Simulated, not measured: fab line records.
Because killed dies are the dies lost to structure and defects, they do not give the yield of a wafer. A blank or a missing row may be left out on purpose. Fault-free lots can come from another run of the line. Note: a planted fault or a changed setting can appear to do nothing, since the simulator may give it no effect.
The tool behind it: which one? :: flow n5 finfet :: 39 wafers from 13 lots sampled at 3 of the route's 1938 steps

== WHAT THE GAUGES READ, wafer by wafer ==
The record lacks any reading of a measuring or inspecting step that a usual standard deviation could be used to judge.

== WHAT TOOL EACH LOT RAN ON (gives the tool, then ch and the chambers of the sampled wafers, and finally the start) ==
lot: L993
N5_MOL_CONTACT_COAG_PRECLEAN_125: wet bench-01 ch 1,4,6, day 5 01:16
N5_PASSIVATION_STRIP_14: rie diel-03 ch 0,1,2, day 12 12:06
N5_PASSIVATION_PROBE_49: -

lot: L994
N5_MOL_CONTACT_COAG_PRECLEAN_125: wet bench-01 ch 0,6,7, day 5 01:34
N5_PASSIVATION_STRIP_14: rie diel-03 ch 0,2,3, day 12 15:58
N5_PASSIVATION_PROBE_49: -

lot: L995
N5_MOL_CONTACT_COAG_PRECLEAN_125: wet bench-05 ch 2,3,7, day 5 11:43
N5_PASSIVATION_STRIP_14: rie diel-06 ch 2,3, day 12 11:41
N5_PASSIVATION_PROBE_49: -

lot: L996
N5_MOL_CONTACT_COAG_PRECLEAN_125: wet bench-04 ch 2,3,7, day 5 15:20
N5_PASSIVATION_STRIP_14: rie diel-01 ch 0,1,2, day 12 16:38
N5_PASSIVATION_PROBE_49: -

lot: L997
N5_MOL_CONTACT_COAG_PRECLEAN_125: wet bench-01 ch 1,2,4, day 5 21:07
N5_PASSIVATION_STRIP_14: rie diel-01 ch 0,1,2, day 13 10:46
N5_PASSIVATION_PROBE_49: -

lot: L998
N5_MOL_CONTACT_COAG_PRECLEAN_125: wet bench-05 ch 4,5,7, day 6 03:53
N5_PASSIVATION_STRIP_14: rie diel-06 ch 1,2, day 13 18:25
N5_PASSIVATION_PROBE_49: -

lot: L100
N5_MOL_CONTACT_COAG_PRECLEAN_125: wet bench-01 ch 1,2,3, day 6 21:59
N5_PASSIVATION_STRIP_14: rie diel-06 ch 0,3, day 14 12:25
N5_PASSIVATION_PROBE_49: -

lot: L101
N5_MOL_CONTACT_COAG_PRECLEAN_125: wet bench-01 ch 2,4,5, day 6 22:16
N5_PASSIVATION_STRIP_14: rie diel-03 ch 2,3, day 14 12:28
N5_PASSIVATION_PROBE_49: -

lot: L102
N5_MOL_CONTACT_COAG_PRECLEAN_125: wet bench-01 ch 3,5,6, day 7 04:10
N5_PASSIVATION_STRIP_14: rie diel-06 ch 2,3, day 14 17:10
N5_PASSIVATION_PROBE_49: -

lot: L103
N5_MOL_CONTACT_COAG_PRECLEAN_125: wet bench-01 ch 0,1,4, day 7 04:59
N5_PASSIVATION_STRIP_14: rie diel-01 ch 0,1, day 14 18:19
N5_PASSIVATION_PROBE_49: -

lot: L107
N5_MOL_CONTACT_COAG_PRECLEAN_125: wet bench-01 ch 1,2,7, day 8 08:50
N5_PASSIVATION_STRIP_14: rie diel-06 ch 0,1,2, day 15 19:47
N5_PASSIVATION_PROBE_49: prober-01, day 16 02:17

lot: L111
N5_MOL_CONTACT_COAG_PRECLEAN_125: wet bench-04 ch 0,2,5, day 10 00:59
N5_PASSIVATION_STRIP_14: rie diel-03 ch 0,1,2, day 17 01:48
N5_PASSIVATION_PROBE_49: -

lot: L116
N5_MOL_CONTACT_COAG_PRECLEAN_125: wet bench-04 ch 2,3,7, day 10 15:12
N5_PASSIVATION_STRIP_14: rie diel-06 ch 1,2,3, day 18 15:03
N5_PASSIVATION_PROBE_49: -
- N5_MOL_CONTACT_COAG_PRECLEAN_125: cleans in DIW, time 57.5 s.
- N5_PASSIVATION_STRIP_14: strips in O2.
- N5_PASSIVATION_PROBE_49

== AS READ BY THE TOOLS THEMSELVES (means over the sampled wafers that have a number; for cases with no such wafer, the mark the record gives instead) ==
N5_PASSIVATION_STRIP_14. Usual: drypump motor current A 5.7 A, standard deviation 0.59; oes product au 0.80 a.u., standard deviation 0.09; rf vpp V 3.7 V, standard deviation 0.91; showerhead plenum p Torr 2.09 Torr, standard deviation 0.064; throttle valve pct 16.65 %, standard deviation 0.25.
lot: L993
tool: rie diel-03
drypump motor current A (A): 6.3
oes product au (a.u.): 0.90
rf vpp V (V): 3.9
showerhead plenum p Torr (Torr): 2.12
throttle valve pct (%): 16.46
flag: 

lot: L994
tool: rie diel-03
drypump motor current A (A): 6.2
oes product au (a.u.): 0.85
rf vpp V (V): 3.8
showerhead plenum p Torr (Torr): 2.13
throttle valve pct (%): 16.64
flag: 

lot: L995
tool: rie diel-06
drypump motor current A (A): 5.5
oes product au (a.u.): 0.81
rf vpp V (V): 2.9
showerhead plenum p Torr (Torr): 2.14
throttle valve pct (%): 16.50
flag: 

lot: L996
tool: rie diel-01
drypump motor current A (A): 5.4
oes product au (a.u.): 0.73
rf vpp V (V): 3.6
showerhead plenum p Torr (Torr): 2.11
throttle valve pct (%): 16.75
flag: 

lot: L997
tool: rie diel-01
drypump motor current A (A): 5.3
oes product au (a.u.): 0.73
rf vpp V (V): 4.2
showerhead plenum p Torr (Torr): 2.11
throttle valve pct (%): 16.77
flag: 

lot: L998
tool: rie diel-06
drypump motor current A (A): 5.0
oes product au (a.u.): 0.80
rf vpp V (V): 3.5
showerhead plenum p Torr (Torr): 2.05
throttle valve pct (%): 16.45
flag: 

lot: L100
tool: rie diel-06
drypump motor current A (A): 6.1
oes product au (a.u.): 0.74
rf vpp V (V): 4.6
showerhead plenum p Torr (Torr): 2.05
throttle valve pct (%): 16.83
flag: 

lot: L101
tool: rie diel-03
drypump motor current A (A): 5.8
oes product au (a.u.): 0.94
rf vpp V (V): 3.8
showerhead plenum p Torr (Torr): 2.13
throttle valve pct (%): 16.66
flag: 

lot: L102
tool: rie diel-06
drypump motor current A (A): 5.2
oes product au (a.u.): 0.81
rf vpp V (V): 3.3
showerhead plenum p Torr (Torr): 2.09
throttle valve pct (%): 16.41
flag: 

lot: L103
tool: rie diel-01
drypump motor current A (A): 5.1
oes product au (a.u.): 0.71
rf vpp V (V): 3.6
showerhead plenum p Torr (Torr): 2.10
throttle valve pct (%): 16.91
flag: 

lot: L107
tool: rie diel-06
drypump motor current A (A): 5.4
oes product au (a.u.): 0.84
rf vpp V (V): 3.9
showerhead plenum p Torr (Torr): 2.03
throttle valve pct (%): 16.54
flag: 

lot: L111
tool: rie diel-03
drypump motor current A (A): 6.3
oes product au (a.u.): 0.86
rf vpp V (V): 3.5
showerhead plenum p Torr (Torr): 2.11
throttle valve pct (%): 16.53
flag: 

lot: L116
tool: rie diel-06
drypump motor current A (A): 5.2
oes product au (a.u.): 0.82
rf vpp V (V): 4.3
showerhead plenum p Torr (Torr): 2.09
throttle valve pct (%): 16.51
flag: 

N5_PASSIVATION_PROBE_49. Usual: defect limited yield 91.3 %, standard deviation 1.7; killed_at_M0_to_M3 33, standard deviation 11; killed_at_M4_up 14, standard deviation 5.5; killed at contacts 13, standard deviation 6.5; killed at front end 39, standard deviation 13; killed at other 3.4, standard deviation 2.9; killed dies 103, standard deviation 20; killed open 69, standard deviation 15; killed short 32, standard deviation 8.1; sort_bin_5_function 5.1 %, standard deviation 1.1; sort_bin_6_memory 3.3 %, standard deviation 0.74; sort_bin_8_speed 0.00 %, standard deviation 0.014; sort n pass 1077, standard deviation 20; sort yield pct 91.3 %, standard deviation 1.7.
lot: L107
tool: prober-01
defect limited yield (%): 87.8
killed_at_M0_to_M3: 23
killed_at_M4_up: 13
killed at contacts: 59
killed at front end: 48
killed at other: 1.3
killed dies: 144
killed open: 61
killed short: 28
sort_bin_5_function (%): 7.0
sort_bin_6_memory (%): 3.4
sort_bin_8_speed (%): 0.00
sort n pass: 1036
sort yield pct (%): 87.8
flag: OFF

== THE ANSWER, worked out from the rows above alone ==
Rule: a lot counts as off when the mean over its wafers that have a number is more than 3 standard deviations away from the usual mean. A lot without any number at a reading at which 4 lots or more have one is off too. Any other lot the step has rows for is counted as sound. The gauges are gone through in route order, then the tools' own readings, and for those a lot's mean is taken as printed above. The first step at which some lot is off is used, and at that step the reading that is off furthest; a lot without a number counts as furthest.
Off, at N5_PASSIVATION_PROBE_49 on killed at contacts: L107. Neither off nor sound, because the step has no rows for them: L993, L994, L995, L996, L997, L998, L100, L101, L102, L103, L111, L116.
A tool fits if, at that step or a process step before it, it ran every lot that is off, and no sound lot after the first of them. Can't be told from this: 3 tools fit, wet bench-01 at N5_MOL_CONTACT_COAG_PRECLEAN_125, rie diel-06 at N5_PASSIVATION_STRIP_14, prober-01 at N5_PASSIVATION_PROBE_49.

== WHAT HAD BEEN PUT IN BY THE SIMULATOR ==
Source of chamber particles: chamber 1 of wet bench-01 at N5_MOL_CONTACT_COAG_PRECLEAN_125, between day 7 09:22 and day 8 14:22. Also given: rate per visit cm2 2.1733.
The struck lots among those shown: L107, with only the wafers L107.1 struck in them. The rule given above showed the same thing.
